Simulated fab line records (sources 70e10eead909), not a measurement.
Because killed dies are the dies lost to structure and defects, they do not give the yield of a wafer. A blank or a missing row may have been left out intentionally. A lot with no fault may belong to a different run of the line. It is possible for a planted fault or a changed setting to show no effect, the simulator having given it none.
A lot that was struck, set against a sound lot || flow nand_harc || 28 out of 1159 route steps
Sound: these wafers, L286.1, L286.3, L286.6. Wafers struck: L288.3, L288.4, L288.5. The cause is given at the end.
Per side, at each step with rows, come the tool, then ch with its chambers, and then its first start. Under that, the readings that differ: sound wafers || struck wafers || difference of the means || sigmas: that difference in standard deviations of wafers without a fault.
alike: a reading whose means differ by less than 2 such deviations, as well as words and numbers matching on both sides. not compared: withheld readings; readings where some wafer has no value; bounds like >300 that might hide an equal value; numbers whose values overlap and for which the record gives no deviation.
Wherever a step has rows on one side only, a row that says differs or no value, or a row with sigmas, the two part there. Non-overlapping numbers with no deviation appear without sigmas and do not part them. A reading that every wafer of one side lacks parts them only if that side has two wafers or more.

NHARC_A_CHANNEL_HOLE_D1_INSPECT_12:
  sound on defect_inspect-02, day 9 02:14; struck on defect_inspect-01, day 10 05:11
  alike: raw_defect_count
then, 2 steps without rows for these wafers: NHARC_A_CHANNEL_HOLE_D1_DESCUM_15 (chemistry O2, time 3 s); NHARC_A_CHANNEL_HOLE_D1_ETCH_38 (etches the open film in CF4, target depth 39 nm, time 65 s).
NHARC_A_CHANNEL_HOLE_D1_ETCH_39: etches the open film in N2/H2, target depth 260 nm, time 325 s.
  sound on rie_diel-07 ch 1,3; struck on rie_diel-07 ch 1,3
  alike: drypump_motor_current_A, n2_flow_sccm, oes_product_au, rf_vpp_V, showerhead_plenum_p_Torr, throttle_valve_pct
  not compared: rf_hours_counter_h
then, 2 steps without rows for these wafers: NHARC_A_CHANNEL_HOLE_D1_ETCH_34 (etches the open film in CF4/CHF3, target depth 154 nm, time 77 s); NHARC_A_CHANNEL_HOLE_D1_ETCH_16 (etches the open film in O2/COS, target depth 3100 nm, time 806 s).
NHARC_A_CHANNEL_HOLE_D1_CD_MEAS_18:
  sound on cd_sem-03, day 9 03:23; struck on cd_sem-03, day 10 06:22
  alike: cd_nm
then, 3 steps without rows for these wafers: NHARC_A_CHANNEL_HOLE_D1_ETCH_19 (etches the open film in C4F8/O2/Ar, time 34.5 s); NHARC_A_CHANNEL_HOLE_D1_ETCH_20 (etches the open film in C4F8/O2/Ar, time 361.9 s, target depth 1600 nm); NHARC_A_CHANNEL_HOLE_D1_ETCH_21 (etches the open film in C4F8/O2/Ar, time 514.3 s, target depth 1600 nm).
NHARC_A_CHANNEL_HOLE_D1_ETCH_22: etches the open film in C4F8/O2/Ar, time 666.7 s, target depth 1600 nm.
  sound on har_etch-01 ch 0,1, day 9 04:25; struck on har_etch-01 ch 0,1, day 10 10:58
  alike: drypump_motor_current_A, showerhead_plenum_p_Torr, throttle_valve_pct
  not compared: rf_hours_counter_h
NHARC_A_CHANNEL_HOLE_D1_ETCH_23: etches the open film in C4F8/O2/Ar, time 819 s, target depth 1600 nm.
  sound on har_etch-01 ch 0,1, day 9 05:01; struck on har_etch-01 ch 0,1, day 10 11:35
  alike: drypump_motor_current_A, showerhead_plenum_p_Torr, throttle_valve_pct
  not compared: rf_hours_counter_h
NHARC_A_CHANNEL_HOLE_D1_ETCH_24: etches the open film in C4F8/O2/Ar, time 906.2 s, target depth 1500 nm.
  sound on har_etch-01 ch 0,1, day 9 05:42; struck on har_etch-01 ch 0,1, day 10 12:19
  alike: drypump_motor_current_A, showerhead_plenum_p_Torr, throttle_valve_pct
  not compared: rf_hours_counter_h
then, 6 steps without rows for these wafers: NHARC_A_CHANNEL_HOLE_D1_ETCH_25 (etches the open film in C4F8/O2/Ar, time 1040.2 s, target depth 1500 nm); NHARC_A_CHANNEL_HOLE_D1_ETCH_26 (etches the open film in C4F8/O2/Ar, time 224.1 s, target depth 300 nm); NHARC_A_CHANNEL_HOLE_D1_ETCH_33 (etches the open film in C4F8/O2/Ar, time 90 s, target depth 400 nm); NHARC_A_CHANNEL_HOLE_D1_STRIP_41 (strips in N2/H2); NHARC_A_CHANNEL_HOLE_D1_STRIP_42 (strips in CF4/CHF3); NHARC_A_CHANNEL_HOLE_D1_STRIP_43 (strips in O2/COS).
NHARC_A_CHANNEL_HOLE_D1_ETCH_44: etches the open film in CF4/O2, target depth 140 nm, overetch 14 nm, time 77 s.
  sound on rie_diel-10 ch 0,2, day 9 08:28; struck on rie_diel-10 ch 1,2,3, day 10 14:41
  alike: drypump_motor_current_A, oes_ar_750_au, oes_o_777_au, oes_product_au, rf_vpp_V, showerhead_plenum_p_Torr, throttle_valve_pct
  not compared: rf_hours_counter_h
NHARC_A_CHANNEL_HOLE_D1_STRIP_27: strips in O2.
  sound on rie_diel-10 ch 0,2; struck on rie_diel-10 ch 1,3
  alike: drypump_motor_current_A, oes_product_au, rf_vpp_V, showerhead_plenum_p_Torr, throttle_valve_pct
  not compared: rf_hours_counter_h
then, 2 steps without rows for these wafers: NHARC_A_CHANNEL_HOLE_D1_PRECLEAN_28 (cleans in SC1); NHARC_A_CHANNEL_HOLE_D1_SRD_29.
NHARC_A_CHANNEL_HOLE_D1_CD_MEAS_30:
  sound on cd_sem-01, day 9 09:16; struck on cd_sem-03, day 10 15:29
  alike: cd_nm
then, 1 step without rows for these wafers: NHARC_A_CHANNEL_HOLE_D1_XSEM_31.
NHARC_A_CHANNEL_HOLE_D1_INSPECT_40:
  sound on defect_inspect-01, day 9 09:27; struck on defect_inspect-01, day 10 15:41
{"reading": "raw_defect_count", "sound": "41 41 20", "struck": "792 738 825", "difference": "+751", "sigmas": "+47"}
then, 1 step without rows for these wafers: NHARC_A_CHANNEL_FILL_D1_PRECLEAN_00 (cleans in SC1).
-- record jumps: 11 days between struck wafers' starts before vs after; left off in module A_CHANNEL_FILL_D1, resumes in module END, first step shown is number 1159 of the route --
NHARC_END_SORT_01:
  here the record holds rows for the struck wafers (prober-02 ch 0, day 21 20:36) but none for the sound ones

WHERE THEY PART
First at NHARC_A_CHANNEL_HOLE_D1_INSPECT_40; last, within this record, at NHARC_END_SORT_01.

WHY: what had been put in by the simulator
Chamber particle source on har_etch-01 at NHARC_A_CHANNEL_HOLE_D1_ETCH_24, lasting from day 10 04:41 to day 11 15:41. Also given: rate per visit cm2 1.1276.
